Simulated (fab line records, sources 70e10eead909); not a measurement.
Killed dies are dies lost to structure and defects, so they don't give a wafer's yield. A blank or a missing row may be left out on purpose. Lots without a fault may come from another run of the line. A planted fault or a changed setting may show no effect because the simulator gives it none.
A struck lot beside a sound one | flow nand_harc | 42 steps out of a route of 1302
Sound: wafers L272.3, L272.4, L272.5. Struck: wafers L275.3, L275.6. (L275.4 of the same lot was not struck and is left out.) The cause comes at the end.
At each step with rows: each side's tool, then ch and its chambers, then its first start. Under that, the readings that differ: sound wafers | struck wafers | difference of the means | sigmas: that difference in standard deviations of wafers without a fault.
alike: readings whose means differ by less than 2 such deviations, and words and numbers that are the same on both sides. not compared: withheld readings, readings that some wafer has no value for, bounds like >300 that may hide the same value, and numbers for which the record gives no deviation and whose values overlap.
The two part at a step that has a row with sigmas, a row that says differs or no value, or rows on one side only. Numbers that don't overlap but have no deviation are shown without sigmas and don't part them. A reading that every wafer of one side lacks parts them only if that side has two wafers or more.

first, 7 steps without rows for these wafers: NHARC_A_CONTACT_ETCH_48 (etches the open film in CF4, target depth 39 nm, time 65 s); NHARC_A_CONTACT_ETCH_49 (etches the open film in N2/H2, target depth 260 nm, time 475.3 s); NHARC_A_CONTACT_ETCH_50 (etches the open film in CF4/CHF3, target depth 121 nm, time 60.5 s); NHARC_A_CONTACT_ETCH_51 (etches the open film in O2/COS, target depth 7000 nm, time 1820 s); NHARC_A_CONTACT_ETCH_111 (etches the open film in C4F8/O2/Ar, time 140 s, target depth 700 nm); NHARC_A_CONTACT_ETCH_112 (etches the open film in C4F8/O2/Ar, time 190 s, target depth 1850 nm); NHARC_A_CONTACT_ETCH_113 (etches the open film in C4F8/O2/Ar, time 190 s, target depth 1850 nm).
NHARC_A_CONTACT_ETCH_114: etches the open film in C4F8/O2/Ar, time 190 s, target depth 1850 nm.
  sound on har_cap_etch-02 ch 0,1, day 25 13:31; struck on har_cap_etch-02 ch 1, day 26 16:26
  not compared: rf_hours_counter_h
then, 2 steps without rows for these wafers: NHARC_A_CONTACT_ETCH_115 (etches the open film in C4F8/O2/Ar, time 190 s, target depth 1850 nm); NHARC_A_CONTACT_ETCH_116 (etches the open film in C4F8/O2/Ar, time 190 s, target depth 1850 nm).
NHARC_A_CONTACT_ETCH_117: etches the open film in C4F8/O2/Ar, time 190 s, target depth 1850 nm.
  sound on har_cap_etch-02 ch 0,1, day 25 14:02; struck on har_cap_etch-02 ch 1, day 26 16:58
  not compared: rf_hours_counter_h
then, 1 step without rows for these wafers: NHARC_A_CONTACT_ETCH_118 (etches the open film in C4F8/O2/Ar, time 190 s, target depth 1850 nm).
NHARC_A_CONTACT_ETCH_119: etches the open film in C4F8/O2/Ar, time 190 s, target depth 1850 nm.
  sound on har_cap_etch-02 ch 0,1, day 25 14:23; struck on har_cap_etch-02 ch 1, day 26 17:18
  not compared: rf_hours_counter_h
then, 1 step without rows for these wafers: NHARC_A_CONTACT_ETCH_120 (etches the open film in C4F8/O2/Ar, time 190 s, target depth 1850 nm).
NHARC_A_CONTACT_ETCH_121: etches the open film in C4F8/O2/Ar, time 190 s, target depth 1850 nm.
  sound on har_cap_etch-02 ch 0,1, day 25 14:43; struck on har_cap_etch-02 ch 1, day 26 17:38
  not compared: rf_hours_counter_h
then, 2 steps without rows for these wafers: NHARC_A_CONTACT_ETCH_122 (etches the open film in C4F8/O2/Ar, time 190 s, target depth 1850 nm); NHARC_A_CONTACT_ETCH_123 (etches the open film in C4F8/O2/Ar, time 490 s, target depth 2110 nm).
NHARC_A_CONTACT_ETCH_90: etches the open film in CH3F/O2, target depth 40 nm, time 85.7 s.
  sound on rie_diel-07 ch 1,3, day 25 15:59; struck on rie_diel-09 ch 1,3, day 26 18:55
  alike: ch3f_flow_sccm, drypump_motor_current_A, oes_product_au, rf_vpp_V, showerhead_plenum_p_Torr, throttle_valve_pct
  not compared: rf_hours_counter_h
then, 1 step without rows for these wafers: NHARC_A_CONTACT_ETCH_96 (etches the open film in C4F6/O2, target depth 20 nm, time 10 s).
NHARC_A_CONTACT_CD_MEAS_53:
  sound on cd_sem-03, day 25 16:12; struck on cd_sem-03, day 26 19:08
  alike: cd_nm
then, 7 steps without rows for these wafers: NHARC_A_CONTACT_STRIP_99 (strips in N2/H2); NHARC_A_CONTACT_STRIP_100 (strips in CF4/CHF3); NHARC_A_CONTACT_STRIP_101 (strips in O2/COS); NHARC_A_CONTACT_ETCH_102 (etches the open film in CF4/O2, target depth 100 nm, overetch 10 nm, time 55 s); NHARC_A_CONTACT_STRIP_55 (strips in O2); NHARC_A_CONTACT_STRIP_56 (strips in post etch residue remover, time 600 s); NHARC_A_CONTACT_DEP_57 (deposits aC, target thk 5300 nm).
NHARC_A_CONTACT_DEP_58: deposits SiON, target thk 90 nm.
  sound on pecvd-01 ch 0,2, day 26 00:53; struck on pecvd-02 ch 0,2, day 27 04:20
  alike: heater_power_w, showerhead_vpp_V
then, 10 steps without rows for these wafers: NHARC_A_CONTACT_DEHYDRATE_59 (time 120 s); NHARC_A_CONTACT_HMDS_60 (time 30 s); NHARC_A_CONTACT_COAT_61 (time 75 s); NHARC_A_CONTACT_COAT_62 (time 65 s); NHARC_A_CONTACT_COAT_63 (resist thk 90 nm); NHARC_A_CONTACT_SOFTBAKE_64 (time 55 s); NHARC_A_CONTACT_EBR_65; NHARC_A_CONTACT_EXPOSE_66 (exposes mask A CC 2); NHARC_A_CONTACT_PEB_67 (peb time 65 s); NHARC_A_CONTACT_DEVELOP_68 (develop time 35 s).
NHARC_A_CONTACT_CD_MEAS_69: target cd 300 nm.
  sound on cd_sem-01 ch 0, day 26 01:33; struck on cd_sem-01 ch 0, day 27 05:03
  alike: cd_nm
NHARC_A_CONTACT_OVL_MEAS_70:
  sound on overlay-01, day 26 01:38; struck on overlay-01, day 27 05:08
  alike: overlay_x_nm, overlay_y_nm
then, 1 step without rows for these wafers: NHARC_A_CONTACT_DESCUM_74 (chemistry O2, time 3 s).
-- the record jumps here: 3 days lie between the struck wafers' starts before and after (it left off in module A_CONTACT and takes up again in module END, whose first step shown is number 1302 of the route) --
NHARC_END_SORT_01:
  the record has rows for the struck wafers here (prober-01 ch 0, day 29 21:07) and none for the sound ones

WHERE THEY PART
Only at NHARC_END_SORT_01, within this record.

WHY: what the simulator had put in
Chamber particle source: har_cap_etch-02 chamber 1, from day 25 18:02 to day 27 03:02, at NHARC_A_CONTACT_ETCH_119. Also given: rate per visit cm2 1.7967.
